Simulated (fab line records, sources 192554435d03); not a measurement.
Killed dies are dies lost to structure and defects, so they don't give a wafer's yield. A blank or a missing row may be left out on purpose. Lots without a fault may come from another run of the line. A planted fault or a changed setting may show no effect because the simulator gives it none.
Which tool did it? | flow n5_finfet | 11 lots, 31 wafers sampled, at 3 steps of a route of 1938

WHAT THE GAUGES READ, wafer by wafer
N5_BEOL_M12_OVL_MEAS_11. Usual: V11_OVL 0 nm, standard deviation 4.9.
lot  | measured     | on         | V11_OVL (nm) | flag
L546 | day 10 20:03 | overlay-01 | 3 1 2        |
L547 | day 10 21:11 | overlay-01 | 0 -10 -6     |
L548 | day 11 02:34 | overlay-01 | 11 6 3       |
L553 | day 12 12:05 | overlay-02 | 5 2 -3       |
L552 | day 13 02:52 | overlay-01 | 20 13 17     | OFF
L558 | day 13 14:57 | overlay-01 | 5 -4 -4      |
L556 | day 13 18:41 | overlay-02 | 3 -5 -6      |
L559 | day 13 23:17 | overlay-02 | 12 6         |
L560 | day 13 23:54 | overlay-02 | 12 -5 4      |
L565 | day 15 09:28 | overlay-01 | -1 -3 -14    |
L569 | day 17 06:40 | overlay-02 | 5 -2         |

WHICH TOOL RAN EACH LOT (tool, then ch and the chambers of the sampled wafers, then the start)
lot  | N5_BEOL_M11_CMP_52            | N5_BEOL_M12_EXPOSE_07
L546 | cmp-04 ch 1,2,3, day 10 18:58 | krf_scanner-02 ch 0, day 10 19:51
L547 | cmp-01 ch 0,1,3, day 10 19:07 | krf_scanner-01 ch 0, day 10 20:59
L548 | cmp-03 ch 1,3, day 11 01:36   | krf_scanner-02 ch 0, day 11 02:22
L553 | cmp-01 ch 1,2, day 12 11:03   | krf_scanner-01 ch 0, day 12 11:54
L552 | cmp-04 ch 0,1,2, day 13 01:52 | krf_scanner-02 ch 0, day 13 02:40
L558 | cmp-03 ch 1,2,3, day 13 13:53 | krf_scanner-01 ch 0, day 13 14:44
L556 | cmp-04 ch 0,1,3, day 13 17:42 | krf_scanner-01 ch 0, day 13 18:30
L559 | cmp-03 ch 1,2, day 13 22:24   | krf_scanner-01 ch 0, day 13 23:04
L560 | cmp-04 ch 1,2,3, day 13 22:57 | krf_scanner-01 ch 0, day 13 23:42
L565 | cmp-04 ch 1,2, day 15 08:20   | krf_scanner-01 ch 0, day 15 09:16
L569 | cmp-01 ch 0,2, day 17 05:46   | krf_scanner-01 ch 0, day 17 06:28
- N5_BEOL_M11_CMP_52: polishes, stops on SiCOH lowk, t overpolish 7 s, target thk 140 nm.
- N5_BEOL_M12_EXPOSE_07: exposes mask V11.

WHAT THE TOOLS THEMSELVES READ (means of the sampled wafers that have a number; where no wafer has one, the mark that the record gives instead)
N5_BEOL_M11_CMP_52. Usual: barrier_field_endpoint_s 28.5 s, standard deviation 0.76; motor_current_A 5.9 A, standard deviation 0.65; overpolish_run_s 7.000 s, standard deviation 0.0088; slurry_flow_ml_min 150.0, standard deviation 0.45; time_to_endpoint_s 64.4 s, standard deviation 2.9.
lot  | tool   | barrier_field_endpoint_s (s) | motor_current_A (A) | overpolish_run_s (s) | slurry_flow_ml_min | time_to_endpoint_s (s) | flag
L546 | cmp-04 | 27.9                         | 5.8                 | 7.004                | 150.3              | 63.2                   |
L547 | cmp-01 | 28.4                         | 6.2                 | 7.000                | 149.8              | 65.7                   |
L548 | cmp-03 | 29.0                         | 5.9                 | 6.999                | 149.6              | 64.5                   |
L553 | cmp-01 | 30.0                         | 5.1                 | 6.994                | 149.6              | 70.4                   |
L552 | cmp-04 | 28.6                         | 5.9                 | 7.001                | 150.3              | 66.3                   |
L558 | cmp-03 | 28.7                         | 6.1                 | 7.003                | 150.1              | 65.2                   |
L556 | cmp-04 | 28.7                         | 6.0                 | 7.003                | 150.2              | 61.6                   |
L559 | cmp-03 | 28.6                         | 7.0                 | 7.013                | 150.4              | 64.3                   |
L560 | cmp-04 | 28.0                         | 5.8                 | 7.007                | 149.9              | 65.6                   |
L565 | cmp-04 | 28.4                         | 5.6                 | 6.997                | 149.9              | 64.1                   |
L569 | cmp-01 | 27.7                         | 5.7                 | 6.998                | 150.6              | 64.1                   |

THE ANSWER, worked out from the rows above alone
Rule: a lot is off if the mean of its wafers that have a number lies more than 3 standard deviations from the usual mean. A lot without any number at a reading at which 4 lots or more have one is off too. The other lots that the step has rows for count as sound. The gauges are gone through in route order, then the tools' own readings, and for those a lot's mean is taken as printed above. The first step at which some lot is off is used, and at that step the reading that is off furthest; a lot without a number counts as furthest.
Off: L552, at N5_BEOL_M12_OVL_MEAS_11 (V11_OVL).
A tool fits if, at a process step before that reading, it ran every lot that is off, and no sound lot after the first of them. The gauges at N5_BEOL_M12_OVL_MEAS_11 are tried like those tools. One fits: krf_scanner-02 at N5_BEOL_M12_EXPOSE_07. Its last sound lot is L548 (day 11 02:22), its first lot that is off L552 (day 13 02:40): a fault that began between those two fits.

WHAT THE SIMULATOR HAD PUT IN
Scanner matching overlay: krf_scanner-02, from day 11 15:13 on, at N5_BEOL_M12_EXPOSE_07. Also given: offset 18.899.
Lots struck among those shown: L552. The rule above found the same.
